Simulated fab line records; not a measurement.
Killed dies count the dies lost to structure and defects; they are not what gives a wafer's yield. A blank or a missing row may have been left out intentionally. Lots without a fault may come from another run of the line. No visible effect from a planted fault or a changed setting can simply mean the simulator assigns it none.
Shared-tool check | flow nand_harc | 14 lots, 42 wafers sampled

== WHY IT WAS OPENED ==
On 2 of the 14 lots, a flag is raised at NHARC_P_STI_CD_MEAS_09 on the reading cd_nm. No-fault wafers: 200.4 nm, standard deviation 1.7.
Rule: a lot is flagged in two cases, either no wafer of it has a number, or all its wafers with numbers fall more than 4 standard deviations from that mean. The rest of the lots are taken to be sound.

lot  | measured     | on        | cd_nm (nm), wafer by wafer | flag
L807 | day 3 05:26  | cd_sem-02 | 199.0 202.0 201.5          |
L808 | day 3 16:31  | cd_sem-02 | 202.1 201.3 198.8          |
L809 | day 3 23:55  | cd_sem-03 | 200.5 200.7 199.4          |
L810 | day 4 13:21  | cd_sem-01 | 201.9 201.2 200.0          |
L811 | day 4 23:28  | cd_sem-03 | 201.8 199.3 199.9          |
L812 | day 5 07:23  | cd_sem-03 | 202.2 202.1 199.7          |
L813 | day 5 16:56  | cd_sem-01 | 199.6 198.9 202.4          |
L814 | day 6 04:40  | cd_sem-01 | 201.6 200.6 200.4          |
L816 | day 7 04:01  | cd_sem-02 | 201.0 200.0 200.9          |
L817 | day 7 10:10  | cd_sem-03 | 201.9 200.2 201.6          |
L819 | day 8 04:03  | cd_sem-02 | 199.0 204.0 201.0          |
L821 | day 9 00:23  | cd_sem-02 | 68.2 69.0 68.9             | FLAGGED
L822 | day 9 11:07  | cd_sem-03 | 71.0 72.4 72.7             | FLAGGED
L829 | day 12 09:50 | cd_sem-02 | 199.6 201.8 201.0          |
On average the flagged lots' numbers are 70.4 nm, which is -130.0 nm against the usual, or -76 standard deviations.

== LOT BY LOT: THE TOOL USED ==
Before the reading, the record contains 2 process steps out of a 1302-step route. Cell contents, in order: the tool; ch with the chambers the sampled wafers went through; the start.
lot  | flag    | NHARC_P_ZERO_WELL_DESCUM_39        | NHARC_P_STI_PEB_07
L807 |         | rie_diel-11 ch 0,1, day 2 10:39    | litho_track-07 ch 0, day 3 05:22
L808 |         | rie_diel-07 ch 0,2, day 2 20:26    | litho_track-02 ch 0, day 3 16:25
L809 |         | rie_diel-07 ch 0,2,3, day 3 06:08  | litho_track-03 ch 0, day 3 23:50
L810 |         | rie_diel-07 ch 0,1, day 3 16:12    | litho_track-02 ch 0, day 4 13:16
L811 |         | rie_diel-07 ch 0,2, day 4 04:24    | litho_track-03 ch 0, day 4 23:22
L812 |         | rie_diel-06 ch 1,2, day 4 12:07    | litho_track-02 ch 0, day 5 07:17
L813 |         | rie_diel-11 ch 0,2,3, day 4 22:26  | litho_track-07 ch 0, day 5 16:51
L814 |         | rie_diel-11 ch 0,2,3, day 5 08:08  | litho_track-07 ch 0, day 6 04:35
L816 |         | rie_diel-11 ch 0,2,3, day 6 04:23  | litho_track-03 ch 0, day 7 03:56
L817 |         | rie_diel-07 ch 0,1, day 6 14:15    | litho_track-03 ch 0, day 7 10:04
L819 |         | rie_diel-07 ch 2,3, day 7 10:19    | litho_track-03 ch 0, day 8 03:58
L821 | FLAGGED | rie_diel-11 ch 0,1,2, day 8 06:19  | litho_track-03 ch 0, day 9 00:17
L822 | FLAGGED | rie_diel-07 ch 1,2,3, day 8 16:08  | litho_track-03 ch 0, day 9 11:02
L829 |         | rie_diel-06 ch 0,2,3, day 11 14:23 | litho_track-02 ch 0, day 12 09:45
What these steps do:
- NHARC_P_ZERO_WELL_DESCUM_39: chemistry O2, time 3 s.
- NHARC_P_STI_PEB_07: peb time 80 s.
- NHARC_P_STI_CD_MEAS_09: target cd 200 nm.

== FLAGGED OVER TOTAL, TOOL BY TOOL (the gauges that took the reading come last) ==
step                        | tool           | lots run | flagged | share of the flagged lots | sound lots run after its first flagged lot
NHARC_P_ZERO_WELL_DESCUM_39 | rie_diel-06    | 2        | 0       | none                      | -
NHARC_P_ZERO_WELL_DESCUM_39 | rie_diel-07    | 7        | 1       | some                      | 0
NHARC_P_ZERO_WELL_DESCUM_39 | rie_diel-11    | 5        | 1       | some                      | 0
NHARC_P_STI_PEB_07          | litho_track-02 | 4        | 0       | none                      | -
NHARC_P_STI_PEB_07          | litho_track-03 | 7        | 2       | all                       | 0
NHARC_P_STI_PEB_07          | litho_track-07 | 3        | 0       | none                      | -
NHARC_P_STI_CD_MEAS_09      | cd_sem-01      | 3        | 0       | none                      | -
NHARC_P_STI_CD_MEAS_09      | cd_sem-02      | 6        | 1       | some                      | 1 (L829)
NHARC_P_STI_CD_MEAS_09      | cd_sem-03      | 5        | 1       | some                      | 0

== WHAT THE TABLE ALLOWS ==
All flagged lots share 1 row of the table, namely litho_track-03 at NHARC_P_STI_PEB_07.
- litho_track-03 at NHARC_P_STI_PEB_07: 2 of its 7 lots flagged. Its last sound lot is L819 (day 8 03:58), its first flagged lot L821 (day 9 00:17): a fault that began between those two fits. Its own readings (heater_power_total_W) fall more than 4 standard deviations out on all wafers of the flagged lots.
Left over: one tool, litho_track-03 at NHARC_P_STI_PEB_07.

== WHAT WAS PUT IN BY THE SIMULATOR ==
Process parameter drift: litho_track-03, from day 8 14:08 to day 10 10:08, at NHARC_P_STI_PEB_07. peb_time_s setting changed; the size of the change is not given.
Shown lots that were struck: L821, L822. The rule above found the same.
